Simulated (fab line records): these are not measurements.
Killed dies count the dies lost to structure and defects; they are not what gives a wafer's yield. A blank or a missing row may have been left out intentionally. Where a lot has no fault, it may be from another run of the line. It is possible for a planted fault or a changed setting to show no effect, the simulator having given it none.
Comparing a struck lot with a sound one ; flow n5_finfet ; 14 out of 1938 route steps
Sound: the wafers L512.1, L512.3, L512.4. Struck: wafer L524.5; the same lot's L524.2 was not struck, so it is left out; see the end for the cause.
Per side, at each step with rows, come the tool, then ch with its chambers, and then its first start. Under that, the readings that differ: sound wafers ; struck wafers ; difference of the means ; sigmas: that difference in standard deviations of wafers without a fault.
alike: a reading whose means differ by less than 2 such deviations, as well as words and numbers matching on both sides. not compared: withheld readings; readings where some wafer has no value; bounds like >300 that might hide an equal value; numbers whose values overlap and for which the record gives no deviation.
A row with sigmas, a row that says differs or no value, or rows on one side alone: a step with any of these is where the two part. Numbers that have no deviation but don't overlap get no sigmas and don't part them. A reading that every wafer of one side lacks parts them only if that side has two wafers or more.

first, 1 step without rows for these wafers: N5_BEOL_M11_DEVELOP_27 (develop time 30 s).
N5_BEOL_M11_CD_MEAS_28: target cd 70 nm.
  sound on cd_sem-02 ch 0, day 12 08:22; struck on cd_sem-01 ch 0, day 15 15:02
  alike: cd_nm
N5_BEOL_M11_OVL_MEAS_29:
  sound on overlay-01 ch 0, day 12 08:24; struck on overlay-01 ch 0, day 15 15:04
  alike: V10_OVL
N5_BEOL_M11_INSPECT_30: inspects for defects (brightfield).
  sound on defect_inspect-01, day 12 08:25; struck on defect_inspect-01, day 15 15:05
  alike: raw_defect_count
N5_BEOL_M11_DESCUM_33: chemistry O2, time 7.9 s.
  sound on rie_diel-04 ch 0,1,3, day 12 08:27; struck on rie_diel-01 ch 3, day 15 15:07
reading;sound;struck;difference;sigmas
rf_vpp_V (V);240.5 243.1 240.9;245.0;+3.5;+3
showerhead_plenum_p_Torr (Torr);1.97 2.05 1.92;2.15;+0.17;+3
  alike: drypump_motor_current_A, oes_product_au, throttle_valve_pct
  not compared: rf_hours_counter_h
N5_BEOL_M11_ETCH_65: etches SiARC in CF4, target depth 39 nm, time 65 s.
  sound on rie_diel-04 ch 0,1,3, day 12 08:29; struck on rie_diel-01 ch 3, day 15 15:10
reading;sound;struck;difference;sigmas
showerhead_plenum_p_Torr (Torr);2.03 2.10 1.96;2.22;+0.19;+3
  alike: drypump_motor_current_A, etch_rf_on_time_s, mfc_ar_sccm, oes_product_au, rf_vpp_V, throttle_valve_pct
  not compared: rf_hours_counter_h
N5_BEOL_M11_ETCH_66: etches SOC in N2/H2, target depth 120 nm, overetch 24 nm, time 180 s.
  sound on rie_diel-04 ch 0,1,3, day 12 08:32; struck on rie_diel-01 ch 3, day 15 15:13
reading;sound;struck;difference;sigmas
rf_vpp_V (V);520.0 522.5 518.9;526.8;+6.3;+3
showerhead_plenum_p_Torr (Torr);2.41 2.50 2.32;2.63;+0.22;+2
  alike: drypump_motor_current_A, n2_flow_sccm, oes_product_au, throttle_valve_pct
  not compared: rf_hours_counter_h
then, 1 step without rows for these wafers: N5_BEOL_M11_STRIP_69 (strips in N2/H2).
N5_BEOL_M11_VIA_ETCH_34: etches SiCOH lowk in C4F6/O2, target depth 184.5 nm, time 69.2 s.
  sound on rie_diel-04 ch 0,1,3, day 12 08:40; struck on rie_diel-01 ch 3, day 15 15:20
reading;sound;struck;difference;sigmas
showerhead_plenum_p_Torr (Torr);2.71 2.78 2.61;2.95;+0.25;+3
  alike: drypump_motor_current_A, mfc_ar_sccm, oes_product_au, rf_vpp_V, throttle_valve_pct
  not compared: rf_hours_counter_h
then, 2 steps without rows for these wafers: N5_BEOL_M11_STRIP_73 (strips in C4F6/O2); N5_BEOL_M11_STRIP_36 (strips in N2/H2).
N5_BEOL_M11_TRENCH_ETCH_37: etches SiCOH lowk in C4F6/O2, target depth 148.83 nm, time 48 s.
  sound on rie_diel-04 ch 0,1,3; struck on rie_diel-01 ch 3
reading;sound;struck;difference;sigmas
showerhead_plenum_p_Torr (Torr);2.71 2.78 2.61;2.95;+0.25;+3
  alike: drypump_motor_current_A, mfc_ar_sccm, oes_product_au, rf_vpp_V, throttle_valve_pct
  not compared: rf_hours_counter_h
N5_BEOL_M11_ETCH_41: etches SiCN in CH3F/O2, target depth 42.6 nm, time 86 s.
  sound on rie_diel-04 ch 0,1,3, day 12 08:49; struck on rie_diel-01 ch 3, day 15 15:29
reading;sound;struck;difference;sigmas
mfc_ar_sccm (sccm);149.3 149.4 149.2;150.9;+1.6;+3
rf_vpp_V (V);295.1 295.3 293.8;299.5;+4.8;+3
showerhead_plenum_p_Torr (Torr);1.90 1.95 1.83;2.07;+0.18;+3
model.etch.depth_nm (nm);31.85 33.36 32.06;47.95;+15.53;
  alike: drypump_motor_current_A, oes_product_au, throttle_valve_pct
  not compared: rf_hours_counter_h
then, 1 step without rows for these wafers: N5_BEOL_M11_STRIP_77 (strips in N2/H2, time 10 s).

## WHERE THEY PART
At N5_BEOL_M11_DESCUM_33 first; at N5_BEOL_M11_ETCH_41 last (within this record only).

WHY: what the simulator had put in
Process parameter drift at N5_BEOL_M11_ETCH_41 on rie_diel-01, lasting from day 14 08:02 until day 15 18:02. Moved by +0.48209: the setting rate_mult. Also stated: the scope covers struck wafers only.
